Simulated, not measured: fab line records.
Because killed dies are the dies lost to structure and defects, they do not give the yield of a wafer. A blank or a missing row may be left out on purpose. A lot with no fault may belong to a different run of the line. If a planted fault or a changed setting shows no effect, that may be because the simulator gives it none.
A struck lot beside a sound one ; flow n5 finfet ; 18 out of 1938 route steps
Sound: these wafers, L377.2, L377.4, L377.6. Wafers L384.3, L384.4, L384.6 were the ones struck. Last of all comes the cause.
At each step with rows: each side's tool, then ch and its chambers, then its first start. Under that, the readings that differ: sound wafers ; struck wafers ; difference of the means ; sigmas: that difference in standard deviations of wafers without a fault.
alike: same words and numbers on both sides, and readings whose means sit less than 2 such deviations apart. not compared: any withheld reading, any reading some wafer has no value for, any bound like >300 that may hide the same value, and any number with overlapping values for which the record gives no deviation.
The two part at a step that has a row with sigmas, a row that says differs or no value, or rows on one side only. Numbers that have no deviation but don't overlap get no sigmas and don't part them. A reading that every wafer of one side lacks parts them only if that side has two wafers or more.

N5_BEOL_M10_ETCH_61: etches SiARC in CF4, target depth 39 nm, time 65 s.
  sound on rie diel-05 ch 0,2,3, day 11 14:37; struck on rie diel-05 ch 1,2, day 13 07:03
  alike: drypump motor current A, etch rf on time s, oes product au, rf vpp V, showerhead plenum p Torr, throttle valve pct
  not compared: rf hours counter h
N5_BEOL_M10_ETCH_62: etches SOC in N2/H2, target depth 110 nm, overetch 22 nm, time 165 s.
  sound on rie diel-05 ch 0,2,3, day 11 14:40; struck on rie diel-05 ch 1,2, day 13 07:06
reading;sound;struck;difference;sigmas
showerhead plenum p Torr (Torr);2.34 2.49 2.71;2.71 2.72 2.71;+0.20;+2
  alike: drypump motor current A, oes product au, rf vpp V, temp c, throttle valve pct
  not compared: rf hours counter h
then, 1 step without rows for these wafers: N5_BEOL_M10_STRIP_68 (strips in N2/H2).
N5_BEOL_M10_STRIP_67: strips in CF4.
  sound on rie diel-05 ch 0,2,3, day 11 14:49; struck on rie diel-05 ch 1,2, day 13 07:15
  alike: drypump motor current A, oes product au, rf vpp V, showerhead plenum p Torr, throttle valve pct
  not compared: rf hours counter h
N5_BEOL_M10_HM_OPEN_17: chemistry Cl2/BCl3, target TiN, target depth 20 nm, overetch 6 nm.
  sound on rie metal-02 ch 0,1, day 11 14:52; struck on rie metal-02 ch 0,1, day 13 07:19
  alike: drypump motor current A, oes product au, throttle valve pct
  not compared: rf hours counter h
N5_BEOL_M10_STRIP_19: strips in O2.
  sound on rie diel-05 ch 1,2, day 11 14:58; struck on rie diel-06 ch 0,1,3, day 13 07:24
  alike: drypump motor current A, oes product au, rf vpp V, showerhead plenum p Torr, temp c, throttle valve pct
  not compared: rf hours counter h
N5_BEOL_M10_CD_MEAS_18: pitch 140 nm, target cd 70 nm.
  struck on cd sem-03, day 13 07:28; sound on cd sem-03, day 11 15:02
  alike: cd nm
then, 5 steps without rows for these wafers: N5_BEOL_M10_COAT_63 (time 60 s, resist thk 100 nm); N5_BEOL_M10_COAT_64 (time 60 s, resist thk 30 nm); N5_BEOL_M10_COAT_22 (resist thk 90 nm); N5_BEOL_M10_EBR_24; N5_BEOL_M10_SOFTBAKE_23 (time 60 s).
N5_BEOL_M10_EXPOSE_25: exposes mask V9.
  sound on arfi scanner-02 ch 0, day 11 15:20; struck on arfi scanner-02 ch 0, day 13 08:18
reading;sound;struck;difference;sigmas
exposure dose mJ cm2;85.47 85.44 85.46;89.93 89.88 89.82;+4.42;+49
  alike: mask, focus offset nm
then, 2 steps without rows for these wafers: N5_BEOL_M10_PEB_26 (peb time 60 s); N5_BEOL_M10_DEVELOP_27 (develop time 30 s).
N5_BEOL_M10_CD_MEAS_28: target cd 70 nm.
  sound on cd sem-03 ch 0, day 11 15:27; struck on cd sem-03 ch 0, day 13 08:25
reading;sound;struck;difference;sigmas
cd nm (nm);70.6 71.2 70.5;74.6 75.0 74.9;+4.1;+5
N5_BEOL_M10_OVL_MEAS_29:
  sound on overlay-02 ch 0, day 11 15:29; struck on overlay-01 ch 0, day 13 08:27
  alike: V9_OVL
-- the record jumps here: 2 days lie between the struck wafers' starts before and after (it left off in module BEOL_M10 and takes up again in module PASSIVATION, whose first step shown is number 1936 of the route) --
N5_PASSIVATION_PROBE_49:
  record: rows for the struck wafers here (prober-01, day 15 10:26), none for the sound ones

WHERE THEY PART
Earliest at N5_BEOL_M10_ETCH_62; latest, in this record, at N5_PASSIVATION_PROBE_49.

WHY: what the simulator had put in
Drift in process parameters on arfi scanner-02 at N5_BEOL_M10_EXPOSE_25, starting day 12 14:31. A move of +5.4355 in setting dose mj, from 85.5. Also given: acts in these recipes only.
